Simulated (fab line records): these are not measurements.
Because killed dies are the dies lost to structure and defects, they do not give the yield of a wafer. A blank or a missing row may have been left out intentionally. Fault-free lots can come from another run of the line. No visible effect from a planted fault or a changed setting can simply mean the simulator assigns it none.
Which tool is to blame? || flow n5Finfet || Sampling: 10 lots, 30 wafers, 5 of 1938 route steps

== WHAT EACH GAUGE READ, for each wafer ==
N5_BEOL_M4_RC_MEAS_101.
{"lot": "L131", "measured": "day 9 17:16", "on": "prober-01", "DIBL_N (mV/V)": "37.6 35.8 35.0", "DIBL_P (mV/V)": "38.7 35.3 35.0", "IOFF_N (nA/um)": "0.17 0.13 0.12", "IOFF_P (nA/um)": "0.21 0.16 0.16", "ION_N (uA/um)": "675 672 666", "ION_P (uA/um)": "462 452 455", "SS_N (mV/dec)": "72.0 71.6 70.9", "SS_P (mV/dec)": "73.9 72.1 72.7", "VT_N (mV)": "248 252 252", "VT_P (mV)": "-250 -256 -255"}
{"lot": "L133", "measured": "day 10 02:59", "on": "prober-01", "DIBL_N (mV/V)": "36.7 36.5 37.5", "DIBL_P (mV/V)": "36.5 36.4 37.5", "IOFF_N (nA/um)": "0.17 0.16 0.18", "IOFF_P (nA/um)": "0.22 0.20 0.22", "ION_N (uA/um)": "675 664 682", "ION_P (uA/um)": "470 455 469", "SS_N (mV/dec)": "71.0 71.4 72.1", "SS_P (mV/dec)": "73.9 72.9 74.1", "VT_N (mV)": "248 251 248", "VT_P (mV)": "-249 -251 -248"}
{"lot": "L130", "measured": "day 10 11:23", "on": "prober-01", "DIBL_N (mV/V)": "33.7 33.8 35.0", "DIBL_P (mV/V)": "33.5 33.5 35.4", "IOFF_N (nA/um)": "0.13 0.12 0.15", "IOFF_P (nA/um)": "0.19 0.19 0.22", "ION_N (uA/um)": "671 659 664", "ION_P (uA/um)": "471 464 463", "SS_N (mV/dec)": "71.2 71.0 71.5", "SS_P (mV/dec)": "72.6 73.0 72.8", "VT_N (mV)": "252 254 250", "VT_P (mV)": "-249 -249 -251"}
{"lot": "L137", "measured": "day 11 14:42", "on": "prober-01", "DIBL_N (mV/V)": "38.7 38.2 37.8", "DIBL_P (mV/V)": "39.0 39.1 37.9", "IOFF_N (nA/um)": "0.20 0.18 0.18", "IOFF_P (nA/um)": "0.32 0.32 0.31", "ION_N (uA/um)": "664 683 686", "ION_P (uA/um)": "472 477 484", "SS_N (mV/dec)": "73.3 71.7 72.3", "SS_P (mV/dec)": "73.9 73.5 73.8", "VT_N (mV)": "248 249 247", "VT_P (mV)": "-242 -244 -240"}
{"lot": "L139", "measured": "day 12 20:27", "on": "prober-01", "DIBL_N (mV/V)": "37.5 38.0 37.4", "DIBL_P (mV/V)": "36.6 38.8 37.6", "IOFF_N (nA/um)": "0.17 0.20 0.18", "IOFF_P (nA/um)": "0.23 0.28 0.25", "ION_N (uA/um)": "674 689 680", "ION_P (uA/um)": "463 475 464", "SS_N (mV/dec)": "71.9 71.8 71.6", "SS_P (mV/dec)": "73.4 73.5 73.1", "VT_N (mV)": "247 246 247", "VT_P (mV)": "-249 -247 -244"}
{"lot": "L140", "measured": "day 12 23:00", "on": "prober-02", "DIBL_N (mV/V)": "33.7 38.6 35.6", "DIBL_P (mV/V)": "32.9 38.7 35.8", "IOFF_N (nA/um)": "0.13 0.22 0.17", "IOFF_P (nA/um)": "0.20 0.29 0.26", "ION_N (uA/um)": "674 694 696", "ION_P (uA/um)": "469 472 479", "SS_N (mV/dec)": "71.2 72.7 71.5", "SS_P (mV/dec)": "71.8 74.4 73.3", "VT_N (mV)": "250 243 249", "VT_P (mV)": "-247 -245 -244"}
{"lot": "L142", "measured": "day 13 03:26", "on": "prober-01", "DIBL_N (mV/V)": "33.4 35.7 36.9", "DIBL_P (mV/V)": "34.7 36.9 39.4", "IOFF_N (nA/um)": "0.13 0.16 0.19", "IOFF_P (nA/um)": "0.18 0.22 0.26", "ION_N (uA/um)": "657 672 668", "ION_P (uA/um)": "454 461 463", "SS_N (mV/dec)": "71.0 71.3 72.0", "SS_P (mV/dec)": "72.7 73.6 74.2", "VT_N (mV)": "252 250 247", "VT_P (mV)": "-250 -250 -248"}
{"lot": "L143", "measured": "day 13 12:34", "on": "prober-02", "DIBL_N (mV/V)": "35.9 38.0 36.0", "DIBL_P (mV/V)": "34.6 38.2 35.5", "IOFF_N (nA/um)": "0.14 0.19 0.15", "IOFF_P (nA/um)": "0.19 0.24 0.20", "ION_N (uA/um)": "661 675 661", "ION_P (uA/um)": "454 463 457", "SS_N (mV/dec)": "72.3 71.3 71.9", "SS_P (mV/dec)": "73.2 73.5 73.4", "VT_N (mV)": "251 246 251", "VT_P (mV)": "-250 -249 -250"}
{"lot": "L148", "measured": "day 14 05:22", "on": "prober-02", "DIBL_N (mV/V)": "34.3 34.8 33.7", "DIBL_P (mV/V)": "32.5 33.8 31.3", "IOFF_N (nA/um)": "0.10 0.12 0.09", "IOFF_P (nA/um)": "0.13 0.14 0.12", "ION_N (uA/um)": "642 676 651", "ION_P (uA/um)": "435 460 442", "SS_N (mV/dec)": "70.7 71.0 70.2", "SS_P (mV/dec)": "72.8 73.8 71.9", "VT_N (mV)": "257 253 258", "VT_P (mV)": "-258 -256 -259"}
{"lot": "L152", "measured": "day 16 21:25", "on": "prober-01", "DIBL_N (mV/V)": "35.7 37.1 35.8", "DIBL_P (mV/V)": "34.9 36.6 35.0", "IOFF_N (nA/um)": "0.15 0.17 0.15", "IOFF_P (nA/um)": "0.21 0.23 0.21", "ION_N (uA/um)": "665 670 680", "ION_P (uA/um)": "459 462 463", "SS_N (mV/dec)": "71.9 72.6 72.4", "SS_P (mV/dec)": "72.9 73.0 72.9", "VT_N (mV)": "250 248 253", "VT_P (mV)": "-250 -248 -251"}

N5_BEOL_M8_OCD_MEAS_38.
{"lot": "L131", "measured": "day 11 08:02", "on": "ocd-01", "trenchDepthNm (nm)": "95.9 90.7 97.2"}
{"lot": "L133", "measured": "day 11 18:19", "on": "ocd-02", "trenchDepthNm (nm)": "96.5 91.0 92.9"}
{"lot": "L130", "measured": "day 12 09:56", "on": "ocd-02", "trenchDepthNm (nm)": "92.0 96.8 96.7"}
{"lot": "L137", "measured": "day 13 02:38", "on": "ocd-01", "trenchDepthNm (nm)": "90.7 95.8 95.7"}
{"lot": "L139", "measured": "day 14 12:53", "on": "ocd-02", "trenchDepthNm (nm)": "93.1 97.7 97.5"}
{"lot": "L140", "measured": "day 14 12:45", "on": "ocd-01", "trenchDepthNm (nm)": "93.8 92.8 95.5"}
{"lot": "L142", "measured": "day 14 17:50", "on": "ocd-02", "trenchDepthNm (nm)": "93.7 96.2 95.1"}
{"lot": "L143", "measured": "day 15 05:49", "on": "ocd-01", "trenchDepthNm (nm)": "94.1 93.2 95.9"}
{"lot": "L148", "measured": "day 16 05:31", "on": "ocd-02", "trenchDepthNm (nm)": "95.4 95.8 93.5"}
{"lot": "L152", "measured": "day 18 07:02", "on": "ocd-02", "trenchDepthNm (nm)": "93.0 93.0 94.1"}

N5_BEOL_M9_THK_MEAS_01.
{"lot": "L131", "measured": "day 11 11:20", "on": "filmMetro-01", "M9_ILD_THK (nm)": "265 269 268"}
{"lot": "L133", "measured": "day 11 21:13", "on": "filmMetro-01", "M9_ILD_THK (nm)": "265 265 268"}
{"lot": "L130", "measured": "day 12 13:35", "on": "filmMetro-02", "M9_ILD_THK (nm)": "264 270 264"}
{"lot": "L137", "measured": "day 13 06:28", "on": "filmMetro-02", "M9_ILD_THK (nm)": "541 549 556"}
{"lot": "L139", "measured": "day 14 17:27", "on": "filmMetro-02", "M9_ILD_THK (nm)": "553 550 554"}
{"lot": "L140", "measured": "day 14 15:52", "on": "filmMetro-01", "M9_ILD_THK (nm)": "261 262 267"}
{"lot": "L142", "measured": "day 14 22:44", "on": "filmMetro-01", "M9_ILD_THK (nm)": "262 269 268"}
{"lot": "L143", "measured": "day 15 09:06", "on": "filmMetro-01", "M9_ILD_THK (nm)": "272 271 270"}
{"lot": "L148", "measured": "day 16 08:43", "on": "filmMetro-02", "M9_ILD_THK (nm)": "263 267 268"}
{"lot": "L152", "measured": "day 18 11:29", "on": "filmMetro-02", "M9_ILD_THK (nm)": "268 263 265"}

== WHAT TOOL EACH LOT RAN ON (gives the tool, then ch and the chambers of the sampled wafers, and finally the start) ==
{"lot": "L131", "N5_BEOL_M8_SPUTTER_48": "pvdSputter-01, day 11 09:14", "N5_BEOL_M9_ILD_DEP_00": "pecvd-04 ch 0,1,2, day 11 10:16"}
{"lot": "L133", "N5_BEOL_M8_SPUTTER_48": "pvdSputter-01, day 11 19:37", "N5_BEOL_M9_ILD_DEP_00": "pecvd-02 ch 0,1,2, day 11 20:37"}
{"lot": "L130", "N5_BEOL_M8_SPUTTER_48": "pvdSputter-03, day 12 11:32", "N5_BEOL_M9_ILD_DEP_00": "pecvd-02 ch 0,1, day 12 12:54"}
{"lot": "L137", "N5_BEOL_M8_SPUTTER_48": "pvdSputter-01, day 13 04:21", "N5_BEOL_M9_ILD_DEP_00": "pecvd-02 ch 0,2, day 13 05:32"}
{"lot": "L139", "N5_BEOL_M8_SPUTTER_48": "pvdSputter-03, day 14 15:23", "N5_BEOL_M9_ILD_DEP_00": "pecvd-04 ch 0,1,2, day 14 16:36"}
{"lot": "L140", "N5_BEOL_M8_SPUTTER_48": "pvdSputter-02, day 14 14:17", "N5_BEOL_M9_ILD_DEP_00": "pecvd-02 ch 0,1, day 14 15:16"}
{"lot": "L142", "N5_BEOL_M8_SPUTTER_48": "pvdSputter-01, day 14 21:09", "N5_BEOL_M9_ILD_DEP_00": "pecvd-03 ch 0,2, day 14 22:09"}
{"lot": "L143", "N5_BEOL_M8_SPUTTER_48": "pvdSputter-01, day 15 07:28", "N5_BEOL_M9_ILD_DEP_00": "pecvd-04 ch 1,2, day 15 08:29"}
{"lot": "L148", "N5_BEOL_M8_SPUTTER_48": "pvdSputter-03, day 16 07:01", "N5_BEOL_M9_ILD_DEP_00": "pecvd-02 ch 2, day 16 08:04"}
{"lot": "L152", "N5_BEOL_M8_SPUTTER_48": "pvdSputter-01, day 18 09:20", "N5_BEOL_M9_ILD_DEP_00": "pecvd-02 ch 0,2, day 18 10:44"}
- N5_BEOL_M8_SPUTTER_48: material Cu, target thk 10 nm, time 1.667 s.
- N5_BEOL_M9_ILD_DEP_00: deposits SiCOH lowk from DEMS/porogen, target thk 308.51 nm, time 58 s.

== WHAT THE TOOLS THEMSELVES READ (means of the sampled wafers that have a number; where no wafer has one, the mark that the record gives instead) ==
N5_BEOL_M8_SPUTTER_48.
{"lot": "L131", "tool": "pvdSputter-01", "throttleValvePct (%)": 28.6}
{"lot": "L133", "tool": "pvdSputter-01", "throttleValvePct (%)": 29.8}
{"lot": "L130", "tool": "pvdSputter-03", "throttleValvePct (%)": 30.5}
{"lot": "L137", "tool": "pvdSputter-01", "throttleValvePct (%)": 29.6}
{"lot": "L139", "tool": "pvdSputter-03", "throttleValvePct (%)": 30.1}
{"lot": "L140", "tool": "pvdSputter-02", "throttleValvePct (%)": 28.7}
{"lot": "L142", "tool": "pvdSputter-01", "throttleValvePct (%)": 30.0}
{"lot": "L143", "tool": "pvdSputter-01", "throttleValvePct (%)": 30.6}
{"lot": "L148", "tool": "pvdSputter-03", "throttleValvePct (%)": 30.5}
{"lot": "L152", "tool": "pvdSputter-01", "throttleValvePct (%)": 29.0}

N5_BEOL_M9_ILD_DEP_00.
{"lot": "L131", "tool": "pecvd-04", "heaterPowerW (W)": 283, "showerheadPlenumPTorr (Torr)": 5.742, "throttleValvePct (%)": 13.5}
{"lot": "L133", "tool": "pecvd-02", "heaterPowerW (W)": 374, "showerheadPlenumPTorr (Torr)": 5.735, "throttleValvePct (%)": 14.1}
{"lot": "L130", "tool": "pecvd-02", "heaterPowerW (W)": 348, "showerheadPlenumPTorr (Torr)": 5.753, "throttleValvePct (%)": 14.0}
{"lot": "L137", "tool": "pecvd-02", "heaterPowerW (W)": 384, "showerheadPlenumPTorr (Torr)": 5.742, "throttleValvePct (%)": 14.2}
{"lot": "L139", "tool": "pecvd-04", "heaterPowerW (W)": 274, "showerheadPlenumPTorr (Torr)": 5.738, "throttleValvePct (%)": 13.6}
{"lot": "L140", "tool": "pecvd-02", "heaterPowerW (W)": 353, "showerheadPlenumPTorr (Torr)": 5.761, "throttleValvePct (%)": 13.9}
{"lot": "L142", "tool": "pecvd-03", "heaterPowerW (W)": 292, "showerheadPlenumPTorr (Torr)": 5.746, "throttleValvePct (%)": 13.9}
{"lot": "L143", "tool": "pecvd-04", "heaterPowerW (W)": 285, "showerheadPlenumPTorr (Torr)": 5.740, "throttleValvePct (%)": 13.2}
{"lot": "L148", "tool": "pecvd-02", "heaterPowerW (W)": 368, "showerheadPlenumPTorr (Torr)": 5.701, "throttleValvePct (%)": 14.3}
{"lot": "L152", "tool": "pecvd-02", "heaterPowerW (W)": 388, "showerheadPlenumPTorr (Torr)": 5.718, "throttleValvePct (%)": 14.5}

== THE ANSWER, worked out from the rows above alone ==
Rule: usual is defined by the lots themselves. Put in order of their means at a reading, lots are off if they are a third of the lots or fewer, leave a main group of 4 or more, and stand apart from it by a gap of 3 or more times the standard deviation of the main group's means; of several such gaps the widest counts. The tables above print the reading to a certain number of digits; a main group whose means all agree to those digits is not used. A lot without any number at a reading at which 4 lots or more have one is off too. All remaining lots with rows at the step are treated as sound. After the gauges, taken in route order, come the tools' own readings; for these a lot's mean is taken, as printed above. The first step at which some lot is off is used, and at that step the reading that is off furthest; a lot without a number counts as furthest.
Off: L137, L139, seen at N5_BEOL_M9_THK_MEAS_01 (M9_ILD_THK). The main group: mean 266 nm, standard deviation 2.
If a tool, at a process step before that reading, ran all the lots that are off and no sound lot after the first of them, it fits. Those tools and the gauges at N5_BEOL_M9_THK_MEAS_01 are tried in the same way. No candidate that was tried fits.

== WHAT HAD BEEN PUT IN BY THE SIMULATOR ==
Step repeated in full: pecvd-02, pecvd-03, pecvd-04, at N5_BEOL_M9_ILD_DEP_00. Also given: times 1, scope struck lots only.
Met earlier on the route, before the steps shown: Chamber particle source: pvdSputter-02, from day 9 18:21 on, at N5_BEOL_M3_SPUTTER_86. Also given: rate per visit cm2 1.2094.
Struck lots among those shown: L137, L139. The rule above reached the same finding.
